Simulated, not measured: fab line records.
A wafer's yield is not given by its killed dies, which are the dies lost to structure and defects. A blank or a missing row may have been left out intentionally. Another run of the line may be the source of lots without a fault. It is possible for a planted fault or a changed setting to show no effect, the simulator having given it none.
Matching of chambers || flow nand_harc || pecvd-01 running NHARC_P_BONDPAD_DEP_00: 3 sister chambers
The step deposits SiCN, target thk 250 nm. 6 wafers are shown with their chamber, then 7 later ones without.

EACH WAFER AND ITS CHAMBER
{"wafer": "L080.5", "chamber": 1, "heater_power_w (W)": 671, "rf_fwd_power_W (W)": 447.1}
{"wafer": "L085.3", "chamber": 2, "heater_power_w (W)": 522, "rf_fwd_power_W (W)": 449.7}
{"wafer": "L085.5", "chamber": 2, "heater_power_w (W)": 552, "rf_fwd_power_W (W)": 450.8}
{"wafer": "L085.6", "chamber": 1, "heater_power_w (W)": 624, "rf_fwd_power_W (W)": 449.2}
{"wafer": "L088.1", "chamber": 0, "heater_power_w (W)": 443, "rf_fwd_power_W (W)": 449.4}
{"wafer": "L088.3", "chamber": 0, "heater_power_w (W)": 454, "rf_fwd_power_W (W)": 450.5}

WAFERS WHOSE CHAMBER IS MISSING
{"wafer": "L088.6", "heater_power_w (W)": 645, "rf_fwd_power_W (W)": 448.4}
{"wafer": "L092.1", "heater_power_w (W)": 468, "rf_fwd_power_W (W)": 448.1}
{"wafer": "L092.2", "heater_power_w (W)": 585, "rf_fwd_power_W (W)": 448.5}
{"wafer": "L092.5", "heater_power_w (W)": 605, "rf_fwd_power_W (W)": 451.5}
{"wafer": "L095.3", "heater_power_w (W)": 520, "rf_fwd_power_W (W)": 449.6}
{"wafer": "L095.5", "heater_power_w (W)": 536, "rf_fwd_power_W (W)": 448.9}
{"wafer": "L095.6", "heater_power_w (W)": 600, "rf_fwd_power_W (W)": 450.2}

CHAMBER TAKEN BY EACH
{"wafer": "L088.6", "from the rows above": 1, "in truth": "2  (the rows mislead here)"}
{"wafer": "L092.1", "from the rows above": "can't be placed: 0 or 2", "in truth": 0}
{"wafer": "L092.2", "from the rows above": "can't be placed: 2 or 1", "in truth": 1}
{"wafer": "L092.5", "from the rows above": "can't be placed: 2 or 1", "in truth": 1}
{"wafer": "L095.3", "from the rows above": 2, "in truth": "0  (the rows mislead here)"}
{"wafer": "L095.5", "from the rows above": 2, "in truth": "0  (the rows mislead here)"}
{"wafer": "L095.6", "from the rows above": "can't be placed: 2 or 1", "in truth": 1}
Correct placement for 0 of the 7. Can't be placed from these rows: 4 (the true chamber is among the candidates in 4). Wrongly placed: 3.
How it was worked out, from the rows above alone: a wafer's distance from a chamber is the root of the sum, over the readings, of the square of ((its reading less the chamber's mean) divided by the reading's scatter). The wafer belongs to the nearest chamber; if the next one is less than 2 further off, it can't be placed. Each chamber's mean is taken over the wafers shown for it. The scatter: the root of (the sum of the squares of (reading less its chamber's mean) over the shown wafers, divided by (wafers less chambers)).
